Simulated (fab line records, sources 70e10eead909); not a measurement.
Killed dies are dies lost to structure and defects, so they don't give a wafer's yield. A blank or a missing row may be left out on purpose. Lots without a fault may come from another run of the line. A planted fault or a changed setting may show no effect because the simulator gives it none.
Which tool did it? | flow nand_harc | 6 lots, 18 wafers sampled, at 5 steps of a route of 1302

WHAT THE GAUGES READ, wafer by wafer
NHARC_END_SORT_01.
lot  | measured     | on        | killed_at_array
L208 | day 32 18:51 | prober-01 | 669 667 673

WHICH TOOL RAN EACH LOT (tool, then ch and the chambers of the sampled wafers, then the start)
lot  | NHARC_A_STAIRCASE_ETCH_170                    | NHARC_A_STAIRCASE_ETCH_19                     | NHARC_A_STAIRCASE_TRIM_20          | NHARC_A_STAIRCASE_ETCH_23
L192 | rie_diel-10 ch 0,3, day 17 10:05 or earlier   | rie_diel-10 ch 0,2,3, day 17 10:05 or earlier | rie_diel-04 ch 1,3, day 17 10:05   | rie_diel-04 ch 1,2,3, no start
L196 | rie_diel-10 ch 0,1,3, day 18 07:19 or earlier | rie_diel-10 ch 1,2,3, day 18 07:19 or earlier | rie_diel-10 ch 0,2,3, day 18 07:19 | rie_diel-10 ch 1,2, no start
L199 | rie_diel-10 ch 0,2,3, day 19 19:41 or earlier | rie_diel-04 ch 1,3, day 19 19:41 or earlier   | rie_diel-04 ch 0,2,3, day 19 19:41 | rie_diel-04 ch 0,2, no start
L208 | rie_diel-10 ch 0,2,3, day 23 16:25 or earlier | rie_diel-05 ch 2,3, day 23 16:25 or earlier   | rie_diel-04 ch 0,2, day 23 16:25   | rie_diel-04 ch 0,2, day 32 18:51 or earlier
L210 | rie_diel-05 ch 0,1,2, day 24 03:24 or earlier | rie_diel-04 ch 0,1,2, day 24 03:24 or earlier | rie_diel-05 ch 0,1,3, day 24 03:24 | rie_diel-05 ch 0,1,3, no start
L212 | rie_diel-05 ch 0,2,3, day 25 08:36 or earlier | rie_diel-04 ch 1,2,3, day 25 08:36 or earlier | rie_diel-04 ch 1,2,3, day 25 08:36 | rie_diel-04 ch 2,3, no start
- NHARC_A_STAIRCASE_ETCH_170: etches the open film in C4F6/O2, target depth 200 nm, time 66.667 s.
- NHARC_A_STAIRCASE_ETCH_19: etches the open film in C4F8/O2, target depth 100 nm, time 40.5 s.
- NHARC_A_STAIRCASE_TRIM_20: chemistry O2, time 211.2 s.
- NHARC_A_STAIRCASE_ETCH_23: etches the open film in C4F8/O2, target depth 100 nm, time 40.5 s.

THE ANSWER, worked out from the rows above alone
Rule: what is usual is taken from the lots themselves. Put in order of their means at a reading, lots are off if they are a third of the lots or fewer, leave a main group of 4 or more, and stand apart from it by a gap of 3 or more times the standard deviation of the main group's means; of several such gaps the widest counts. A main group whose means are all the same, to the digits that the tables above print for the reading, isn't used. A lot without any number at a reading at which 4 lots or more have one is off too. The other lots that the step has rows for count as sound.
No lot is off at any reading shown: from this, nothing can be told.

WHAT THE SIMULATOR HAD PUT IN
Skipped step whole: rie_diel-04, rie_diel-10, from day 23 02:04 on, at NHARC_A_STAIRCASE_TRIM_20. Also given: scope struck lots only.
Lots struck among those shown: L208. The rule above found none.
